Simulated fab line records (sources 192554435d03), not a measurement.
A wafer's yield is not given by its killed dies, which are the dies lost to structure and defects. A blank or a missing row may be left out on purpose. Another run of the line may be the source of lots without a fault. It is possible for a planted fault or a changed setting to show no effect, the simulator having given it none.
Lot-split experiment ; flow n5-finfet ; 7 lots, 21 wafers read, on a route of 1938 steps

== THE SPLIT ITSELF ==
At N5_HKMG_FIN_COAT_42 (time 60 s, resist thk 35 nm), the setting spin-rpm was moved away from the recipe's 1500 rpm on 6 of the 21 wafers read, by -10.3% to +10.3%. For the rest of the wafers, this setting stayed at what the recipe calls for.

== FROM THE SPLIT TO THE READING: what the file shows between them, 3 steps ==
- N5_HKMG_FIN_COAT_43: resist thk 90 nm
- N5_HKMG_FIN_EBR_45
- N5_HKMG_FIN_DESCUM_53: chemistry O2, time 7.9 s

== THE READING ==
CAR-ArF_of_HKMG_FIN_COAT_43.thk-nm (the simulator's own value, which no gauge read), in nm, at N5_HKMG_FIN_ETCH_54 (etches SiARC in CF4, target depth 45.5 nm, time 75.8 s). The file gives no usual value for it. The 15 wafers here that ran the recipe average 51.0 nm, standard deviation 0.22 nm.

wafer;tool, chamber at the split;spin-rpm as run, rpm;against the recipe;CAR-ArF_of_HKMG_FIN_COAT_43.thk-nm, nm;against lot-mates on the recipe
L076.2;litho-track-04, 0;1583;+5.5%;51.6;+0.8
L076.3;litho-track-04, 0;1500;recipe;51;-
L076.4;litho-track-04, 0;1500;recipe;50.6;-
L081.1;litho-track-01, 0;1500;recipe;51.2;-
L081.4;litho-track-01, 0;1500;recipe;51;-
L081.5;litho-track-01, 0;1500;recipe;51.4;-
L083.1;litho-track-01, 0;1405;-6.3%;49.8;-1.0
L083.2;litho-track-01, 0;1405;-6.3%;49.8;-1.0
L083.5;litho-track-01, 0;1500;recipe;50.8;-
L090.4;litho-track-01, 0;1654;+10.3%;52.4;+1.5
L090.5;litho-track-01, 0;1500;recipe;51;-
L090.6;litho-track-01, 0;1500;recipe;50.8;-
L091.1;litho-track-02, 0;1500;recipe;51;-
L091.3;litho-track-02, 0;1500;recipe;50.8;-
L091.6;litho-track-02, 0;1500;recipe;51;-
L093.1;litho-track-02, 0;1500;recipe;51.2;-
L093.3;litho-track-02, 0;1500;recipe;51.2;-
L093.6;litho-track-02, 0;1500;recipe;51.2;-
L095.1;litho-track-01, 0;1346;-10.3%;49;-1.6
L095.5;litho-track-01, 0;1346;-10.3%;49;-1.6
L095.6;litho-track-01, 0;1500;recipe;50.6;-

THE FIT
A straight line over all 21 wafers: CAR-ArF_of_HKMG_FIN_COAT_43.thk-nm changes by +0.17 nm for each +1% of spin-rpm; r = +0.96; the points scatter about the line by 0.23 nm.
The same after taking each lot's own level away (the mean of its wafers on the recipe; 21 wafers): +0.153 nm for each +1%; r = +0.99; scatter 0.11 nm.
On that fit, the largest move of spin-rpm shifts the reading by 1.6 nm.
From 50.60 to 51.20 nm: that is the span of the lots' own levels, equal to 2.7 times the standard deviation above.
So the slope is not independent of the lot-to-lot level: the two fits are not the same.
Check: with one of the wafers moved furthest among these (+10.3%) left out of the fit, the line predicts +1.58 nm for it against its lot-mates. Against them it came out at +1.5 nm.

== OTHER SPLITS APPLIED TO THESE WAFERS ==
Before the reading, these wafers also passed through other splits. Each is held against what the fit with the lots' levels taken away leaves over:
other split on the same wafers;wafers away from the commonest value;r with CAR-ArF_of_HKMG_FIN_COAT_43.thk-nm (lot level and that fit taken away)
N5_ZERO_LAYER_PECVD_02 time-s;5;-0.35
N5_ZERO_LAYER_COAT_05 spin-rpm;7;-0.07
N5_PMOS_HMC_CHANNEL_EPI_COAT_31 spin-rpm;7;+0.19
N5_FIN_SAQP_ETCH_65 time-s;5;-0.06
N5_DUMMY_GATE_DESCUM_20 time-s;6;+0.20
N5_SD_EPI_N_ETCH_16 target-depth-a;5;+0.16
N5_SD_EPI_P_EPI_21 time-s;3;+0.25
N5_SD_ACTIVATION_LSA_01 temp-c;7;-0.10

== THE WHOLE CHAIN: every reading that the file lists as answering this split, in the file's order ==
step;what it does;reading;change (the file's fit);r (the file's)
N5_HKMG_FIN_COAT_42;time 60 s, resist thk 35 nm;SiARC_of_HKMG_FIN_COAT_42.thk-nm (the simulator's own value, which no gauge read);-0.159 nm for each +1% of the setting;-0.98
N5_HKMG_FIN_ETCH_54;etches SiARC in CF4, target depth 45.5 nm, time 75.8 s;etch-rf-on-time-s;withheld for each +1% of the setting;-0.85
N5_HKMG_FIN_ETCH_54;etches SiARC in CF4, target depth 45.5 nm, time 75.8 s;etch.depth-nm (the simulator's own value, which no gauge read);-0.17 nm for each +1% of the setting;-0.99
N5_HKMG_FIN_ETCH_54;etches SiARC in CF4, target depth 45.5 nm, time 75.8 s;CAR-ArF_of_HKMG_FIN_COAT_43.thk-nm (the simulator's own value, which no gauge read);+0.151 nm for each +1% of the setting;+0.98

== FILE'S OWN FIT ==
CAR-ArF_of_HKMG_FIN_COAT_43.thk-nm changes by +0.151 nm for each +1% of spin-rpm, r = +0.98.
